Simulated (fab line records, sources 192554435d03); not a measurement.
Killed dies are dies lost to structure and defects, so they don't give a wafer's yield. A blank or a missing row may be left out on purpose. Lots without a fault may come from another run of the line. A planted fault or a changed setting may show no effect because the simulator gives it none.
fab line records | flow n5_finfet
record lots=10 wafers=28 last_day=18
route steps=1938 shown ZERO_LAYER@19 WELL_APT@33 PMOS_HMC_CHANNEL_EPI@65 BEOL_M4@1111
lots that met no fault: from a run of the same line without faults
start_h: hours from the record's first day to the start of the lot's first wafer shown | wait_h: hours since the lot's step before | " the same as in the row above | L1.1+2: a row that stands for several wafers | - no value, or no start given | * or withheld: withheld | < > ~ a bound
route shown NAME@n: a module of which the file shows steps, and the number in the route of the first | usual: mean/standard deviation of fault-free wafers | same: alike in all rows | chamber/n: place in a boat | sites: the reading at each site | _std_site: their standard deviation | _edge_site: outer sites' mean less inner sites' | radius_mm: how far each site lies from the wafer's centre | mask NAME#n: copy n | behind: the tool/chamber that last shaped the wafer | hold: why the lot was held/for how many hours/how that ended | device: the transistor (n, p or np) that didn't switch | end of line: the same wafers' tests at the end of the route | a step without rows: its recipe alone | killed: dies lost to structure and defects at the first sort, not the wafer's yield | map: a wafer's dies, x killed, . not, _ none there
set.NAME: the setting as run; set.NAME@STEP: as run at that earlier step | model.NAME: the simulator's own value behind a step, which no gauge read
steps of the route over a sample of lots; a table a step, a row a wafer
services: from which hour (start_h, from the record's first day; less than 0 if before it) a tool's chamber was out of use, for how many hours, and why
## steps
# step N5_ZERO_LAYER_INSPECT_20
# recipe inspect_instrument=darkfield mode=post_clean
# usual raw_defect_count=37/16
# columns lot.wafer tool chamber start_h wait_h raw_defect_count
L241.3 defect_inspect-01 - 13.38 0.0 29
L241.5 " - " " 10
L241.6 " - " " 24
L244.2 defect_inspect-01 - 31.26 0.0 30
L244.6 " - " " 20
L249.1 defect_inspect-01 - 61.43 0.0 63
L249.2 " - " " 75
L249.6 " - " " 26
L251.1 defect_inspect-01 - 73.38 0.0 31
L251.5 " - " " 47
L251.6 " - " " 27
L252.1 defect_inspect-01 - 79.26 0.0 40
L252.6 " - " " 63
L253.1 defect_inspect-01 - 85.63 0.0 37
L253.3 " - " " 23
L253.5 " - " " 24
L254.2 defect_inspect-01 - 91.38 0.0 47
L254.5 " - " " 50
L254.6 " - " " 44
L256.1 defect_inspect-01 - 103.38 0.0 27
L256.3 " - " " 36
L256.6 " - " " 18
L259.2 defect_inspect-02 - 121.38 0.0 31
L259.3 " - " " 35
L259.6 " - " " 72
L261.1 defect_inspect-01 - 133.26 0.0 18
L261.2 " - " " 26
L261.5 " - " " 27
# step N5_WELL_APT_IMPLANT_15
# recipe species=As energy_kev=25 dose_cm2=1.5e+13 tilt_deg=0 rotation_deg=0
# usual dose_ions_cm2=1.5e+13/1.6e+10 faraday_current_uA=189/3.7
# columns lot.wafer tool chamber start_h wait_h dose_ions_cm2 faraday_current_uA
L241.3 implanter-02 0 14.43 0.1 1.4997e+13 197
L241.5 " 0 " " 1.4997e+13 192
L241.6 " 0 " " 1.5011e+13 189
L244.2 implanter-01 0 32.38 0.1 1.5013e+13 196
L244.6 " 0 " " 1.5e+13 186
L249.1 implanter-02 0 62.10 0.1 1.4991e+13 187
L249.2 " 0 " " 1.5008e+13 184
L249.6 " 0 " " 1.5e+13 189
L251.1 implanter-02 0 74.18 0.1 2.0302e+13 258
L251.5 " 0 " " 2.0302e+13 253
L251.6 " 0 " " 2.032e+13 253
L252.1 implanter-01 0 79.93 0.1 1.5014e+13 192
L252.6 " 0 " " 1.4998e+13 189
L253.1 implanter-01 0 86.30 0.1 1.501e+13 194
L253.3 " 0 " " 1.4987e+13 191
L253.5 " 0 " " 1.499e+13 184
L254.2 implanter-02 0 92.08 0.1 2.0323e+13 255
L254.5 " 0 " " 2.0325e+13 253
L254.6 " 0 " " 2.031e+13 250
L256.1 implanter-02 0 104.05 0.1 2.0313e+13 261
L256.3 " 0 " " 2.0315e+13 261
L256.6 " 0 " " 2.0279e+13 262
L259.2 implanter-01 0 122.20 0.1 1.5002e+13 186
L259.3 " 0 " " 1.5023e+13 189
L259.6 " 0 " " 1.5008e+13 188
L261.1 implanter-01 0 133.94 0.1 1.5024e+13 186
L261.2 " 0 " " 1.5033e+13 183
L261.5 " 0 " " 1.5014e+13 190
# step N5_PMOS_HMC_CHANNEL_EPI_CD_MEAS_09
# recipe target_cd_nm=237.4 landing_energy_ev=500 detector=se_inlens
# usual cd_nm=237.5/0.85
# columns lot.wafer tool chamber start_h wait_h cd_nm
L241.3 cd_sem-03 0 17.78 - 235.9
L241.5 " 0 " " 235.6
L241.6 " 0 " " 235.5
L244.2 cd_sem-01 0 36.54 - 237.4
L244.6 " 0 " " 237.6
L249.1 cd_sem-02 0 65.20 - 236.9
L249.2 " 0 " " 236.3
L249.6 " 0 " " 236.8
L251.1 cd_sem-03 0 77.40 - 238.5
L251.5 " 0 " " 238.0
L251.6 " 0 " " 238.7
L252.1 cd_sem-01 0 83.06 - 238.4
L252.6 " 0 " " 237.8
L253.1 cd_sem-02 0 89.99 - 237.6
L253.3 " 0 " " 236.7
L253.5 " 0 " " 237.3
L254.2 cd_sem-03 0 95.35 - 237.5
L254.5 " 0 " " 238.1
L254.6 " 0 " " 238.5
L256.1 cd_sem-01 0 107.12 - 239.2
L256.3 " 0 " " 238.3
L256.6 " 0 " " 238.4
L259.2 cd_sem-01 0 125.95 - 238.1
L259.3 " 0 " " 238.2
L259.6 " 0 " " 237.8
L261.1 cd_sem-02 0 136.85 - 238.1
L261.2 " 0 " " 237.6
L261.5 " 0 " " 237.3
# step N5_PMOS_HMC_CHANNEL_EPI_FIN_RECESS_16
# recipe chemistry=HBr/Cl2 target=Si mask_material=SiO2 target_depth_a=540 time_s=18 pressure_mtorr=10 icp_w=800 bias_w=75 HBr_flow_sccm=150 Cl2_flow_sccm=80
# usual drypump_motor_current_A=5.8/0.51 mfc_cl2_sccm=80.05/0.22 oes_product_au=0.996/0.015 throttle_valve_pct=35.44/0.28
# columns lot.wafer tool chamber start_h wait_h drypump_motor_current_A mfc_cl2_sccm oes_product_au rf_hours_counter_h throttle_valve_pct
L241.3 rie_si-06 1 18.37 0.0 6.0 80.00 0.994 143 35.30
L241.5 " 2 " " 5.7 80.42 0.990 - 35.08
L241.6 " 1 " " 6.0 80.17 0.998 - 35.30
L244.2 rie_si-06 1 37.29 0.0 6.0 80.08 0.997 143 35.28
L244.6 " 2 " " 5.7 80.14 1.001 - 35.06
L249.1 rie_si-06 2 65.76 0.0 5.7 79.98 1.005 97 35.04
L249.2 " 1 " " 6.0 80.41 1.010 144 35.28
L249.6 " 3 " " 6.3 79.75 1.010 - 35.44
L251.1 rie_si-03 0 78.08 0.0 5.1 80.19 0.962 50 35.95
L251.5 " 2 " " 5.6 80.38 0.988 - 35.19
L251.6 " 3 " " 6.3 80.26 1.017 - 35.57
L252.1 rie_si-03 3 85.14 0.0 6.3 79.98 1.007 38 35.58
L252.6 " 3 " " 6.2 80.09 1.001 - 35.58
L253.1 rie_si-03 3 90.53 0.0 6.3 80.20 1.013 38 35.57
L253.3 " 2 " " 5.6 80.02 0.994 8 35.17
L253.5 " 0 " " 5.1 80.03 0.974 - 35.99
L254.2 rie_si-03 1 95.90 0.0 6.4 79.90 0.980 1 35.41
L254.5 " 0 " " 5.1 80.17 0.981 - 35.98
L254.6 " 3 " " 6.3 80.38 1.010 - 35.58
L256.1 rie_si-05 3 107.72 0.0 5.5 79.97 0.990 116 35.09
L256.3 " 2 " " 5.3 80.49 1.010 137 35.87
L256.6 " 2 " " 5.3 80.37 0.998 - 35.89
L259.2 rie_si-03 3 126.53 0.0 6.3 80.03 1.019 39 35.56
L259.3 " 0 " " 5.0 80.09 0.977 51 35.98
L259.6 " 3 " " 6.2 80.08 1.007 - 35.57
L261.1 rie_si-06 3 137.42 0.0 6.3 80.10 0.984 162 35.47
L261.2 " 2 " " 5.6 80.03 1.007 99 35.03
L261.5 " 2 " " 5.7 80.27 1.002 - 35.03
# step N5_BEOL_M4_RC_MEAS_101
# usual CJ_P=5.84/0.16 DIBL_N=36.0/1.6 DIBL_P=35.8/2 IOFF_N=0.152/0.03 IOFF_P=0.20/0.031 IOFF_P_LONG=0.000102/7.5e-06 ION_N=670/12 ION_P=459/7.4 SS_N=71.5/0.56 SS_P=73.2/0.64 VT_N=251/3.5 VT_P=-252/3.3
# columns lot.wafer tool chamber start_h wait_h CJ_P DIBL_N[mV/V] DIBL_P[mV/V] IOFF_N[nA/um] IOFF_P[nA/um] IOFF_P_LONG[nA/um] ION_N[uA/um] ION_P[uA/um] SS_N[mV/dec] SS_P[mV/dec] VT_N[mV] VT_P[mV]
L241.3 prober-02 0 200.04 0.3 5.63 36.5 36.9 0.170 0.23 0.000111 681 467 72.2 73.9 246 -247
L241.5 " 0 " " 5.77 36.4 36.1 0.159 0.22 0.000113 664 457 72.2 73.9 251 -246
L241.6 " 0 " " 5.87 35.1 35.6 0.143 0.22 0.000115 675 469 72.0 73.2 252 -246
L244.2 prober-01 0 214.81 0.2 5.60 36.7 37.3 0.176 0.21 9.5e-05 670 452 71.8 73.2 251 -251
L244.6 " 0 " " 5.86 35.8 35.5 0.165 0.19 9.6e-05 667 456 71.8 73.5 247 -254
L249.1 prober-01 0 245.94 0.0 5.54 34.2 33.1 0.111 0.15 9e-05 654 447 71.0 71.8 257 -257
L249.2 " 0 " " 5.55 35.1 34.1 0.124 0.15 9e-05 647 441 71.6 72.7 255 -255
L249.6 " 0 " " 5.66 36.6 36.1 0.150 0.18 9.1e-05 663 451 72.1 73.1 251 -256
L251.1 prober-02 0 252.74 0.0 6.93 35.8 35.8 0.134 0.17 0.00012 677 452 71.8 72.7 252 -258
L251.5 " 0 " " 6.76 35.1 35.7 0.132 0.18 0.000115 669 467 71.2 72.4 252 -257
L251.6 " 0 " " 7.08 36.3 36.1 0.141 0.17 0.000123 662 450 71.6 73.2 253 -259
L254.2 prober-02 0 262.26 0.2 7.04 37.8 39.0 0.176 0.21 0.000136 676 455 71.8 73.6 249 -252
L254.5 " 0 " " 6.82 36.2 37.2 0.152 0.19 0.000125 668 455 71.5 73.1 251 -254
L254.6 " 0 " " 6.88 37.5 38.8 0.176 0.21 0.000126 679 457 72.1 73.5 249 -252
L252.1 prober-01 0 275.60 0.0 6.16 36.2 35.1 0.121 0.17 0.000101 644 446 71.9 72.7 260 -257
L252.6 " 0 " " 6.29 37.3 37.2 0.154 0.21 0.000102 669 456 72.3 73.1 253 -252
L253.1 prober-02 0 281.04 0.0 5.90 34.8 32.6 0.118 0.14 9.9e-05 665 452 71.1 72.2 250 -256
L253.3 " 0 " " 5.53 36.3 34.5 0.143 0.17 9.3e-05 661 451 70.6 72.8 248 -253
L253.5 " 0 " " 5.95 40.9 40.2 0.233 0.25 9.8e-05 689 461 72.9 74.1 242 -250
L256.1 prober-02 0 284.35 0.0 6.71 34.7 33.1 0.122 0.15 0.00012 658 451 71.2 73.1 254 -258
L256.3 " 0 " " 6.69 39.0 38.8 0.210 0.24 0.000119 690 471 72.5 73.9 246 -249
L256.6 " 0 " " 6.72 36.8 35.6 0.154 0.19 0.000124 667 452 71.9 73.5 252 -253
L259.2 prober-02 0 294.19 0.2 6.04 35.6 35.8 0.151 0.20 0.000113 687 469 71.3 73.7 250 -250
L259.3 " 0 " " 5.96 35.3 35.7 0.146 0.20 0.000109 674 461 70.9 73.4 248 -251
L259.6 " 0 " " 5.96 36.1 35.7 0.150 0.20 0.000108 673 459 71.2 72.6 249 -249
L261.1 prober-02 0 328.96 0.0 5.85 35.5 33.7 0.136 0.21 0.000121 674 473 70.9 72.8 254 -250
L261.2 " 0 " " 5.45 36.1 34.1 0.144 0.21 0.000112 661 459 71.4 73.5 251 -246
L261.5 " 0 " " 5.52 35.4 33.8 0.135 0.20 0.000114 664 459 71.3 73.4 251 -247
## services
# columns tool chamber start_h hours kind
rie_si-03 1 13.03 - clean
rie_si-03 1 13.03 - consumable_replace:focus_ring
rie_si-03 1 13.03 28.8 scheduled_down
rie_si-03 1 13.03 28.8 vent_cycle
implanter-01 - 15.90 1.7 repair
rie_si-05 - 34.78 14.6 pm
implanter-01 - 74.76 0.6 repair
rie_si-05 1 97.60 11.9 repair
rie_si-05 2 116.98 2.2 repair
rie_si-05 - 124.04 0.4 repair
## key
first_sign step=N5_WELL_APT_IMPLANT_15 reading=dose_ions_cm2 direction=up sigmas=99+ usual=1.5e+13 struck=2.031e+13
effect step=N5_WELL_APT_IMPLANT_15 reading=faraday_current_uA direction=up sigmas=18 usual=189 struck=256
effect step=N5_BEOL_M4_RC_MEAS_101 reading=CJ_P direction=up sigmas=6.1 usual=5.84 struck=6.85
effect step=N5_BEOL_M4_RC_MEAS_101 reading=IOFF_P_LONG direction=up sigmas=2.8 usual=0.000102 struck=0.000123
met_at N5_WELL_APT_IMPLANT_15
struck_lots L251,L254,L256
not_acting_at N5_ZERO_LAYER_INSPECT_20,N5_PMOS_HMC_CHANNEL_EPI_CD_MEAS_09,N5_PMOS_HMC_CHANNEL_EPI_FIN_RECESS_16
onset_between 62.10 74.18
fault kind=process_parameter_drift tool=implanter-02 chamber=- onset_h=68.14 steps=N5_WELL_APT_IMPLANT_15 channel=dose_cm2 offset=5.305e+12 shape=step end_h=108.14 acts_in=these_recipes_only stated=1.5e+13
